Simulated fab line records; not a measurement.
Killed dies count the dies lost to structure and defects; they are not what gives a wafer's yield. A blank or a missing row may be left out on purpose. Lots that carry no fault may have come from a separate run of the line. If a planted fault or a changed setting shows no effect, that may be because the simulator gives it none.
8D (eight disciplines) problem report, filled in by code || flow n5-finfet || the parts of the form that need people (team, actions taken, sign-off) are left out

## 1. THE ISSUE
Mean of susceptor-temp-C at N5_HKMG_FIN_ALD_36: 408.96 C across 6 wafers in 2 lots; on wafers with no fault it is 400.04 C (standard deviation 0.21). That puts it +42 standard deviations away from the usual mean.
The step: deposits TiN, target thk 1 nm, pulse time 1 s, purge time 3 s.
Seen first at day 7 03:48 on ald-metal-02, wafer L884.3. Wafers with a number at this step in the record: 30, from 10 lots. The rule behind "out" and "out of limits": a value lying over 4 standard deviations away from the usual mean. Any other wafer with a number is counted as sound.

## 2. WHAT THIS IS AND IS NOT
{"question": "which readings at this step", "is": "susceptor-temp-C", "is not": "precursor-pulse-height-rel"}
{"question": "which lots", "is": "L884, L885", "is not": "L872, L875, L877, L888, L890, L891, L894, L895"}
{"question": "which wafers of those lots", "is": "all that have a number", "is not": "-"}
{"question": "read on which tools", "is": "ald-metal-02", "is not": "ald-metal-01, ald-metal-04"}
{"question": "when", "is": "from day 7 03:48", "is not": "up to then (9 sound wafers); but 15 sound wafers of L888, L890, L891, L894, L895 came after"}

## 3. SUSPECTS, AND WHAT RULES EACH OUT
Counting: a tool at any process step up to the reading remains a suspect when it ran all the lots that are out and ran no sound lot after the first of those.
- plasma-asher-02 at N5_HKMG_FIN_STRIP_60 (strips in N2/H2, time 360 s): ruled out as a lasting fault. The sound lots L890, L894 went through it after L884, its earliest lot that is out (day 7 02:40).
- ald-metal-02 at N5_HKMG_FIN_ALD_36 (deposits TiN, target thk 1 nm, pulse time 1 s, purge time 3 s): kept. It processed each lot that is out, first L884 at day 7 03:48, and no sound lot thereafter; up to then, the last sound lot it processed was L875 at day 4 19:38. On those wafers its own readings are out: susceptor-temp-C.
Remaining after the count: ald-metal-02 at N5_HKMG_FIN_ALD_36.

## 4. THE CAUSE (what the simulator had put in)
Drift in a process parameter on ald-metal-02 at N5_HKMG_FIN_ALD_36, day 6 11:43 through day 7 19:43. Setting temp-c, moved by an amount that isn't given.
Counting left only this tool.

## 5. THE CHAIN OF EFFECTS, in route order
Each row: a reading where the mean over the struck wafers with a number is more than 3 standard deviations away from the usual. Only readings for which the record gives a usual standard deviation are gone through. hours: the time from each lot's start at the first step in this table that gives one to its start at this step, as a median over the lots. sigmas: the change in usual standard deviations.
{"hours": 0, "step": "N5_HKMG_FIN_ALD_36", "reading": "susceptor-temp-C", "usual": "400.04 C", "on struck wafers": 408.96, "change": "+8.92", "sigmas": "+42"}
The process steps in it:
- N5_HKMG_FIN_ALD_36: deposits TiN, target thk 1 nm, pulse time 1 s, purge time 3 s.
At these later measuring or inspecting steps, every struck wafer for which the step has a row has a number for every such reading, and none has moved that far: N5_BEOL_M4_RC_MEAS_101.

## 6. HOW IT WOULD HAVE BEEN CAUGHT EARLIER
16 hours passed between the start of the fault at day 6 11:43 and the first reading out of limits in this record, taken at day 7 03:48.
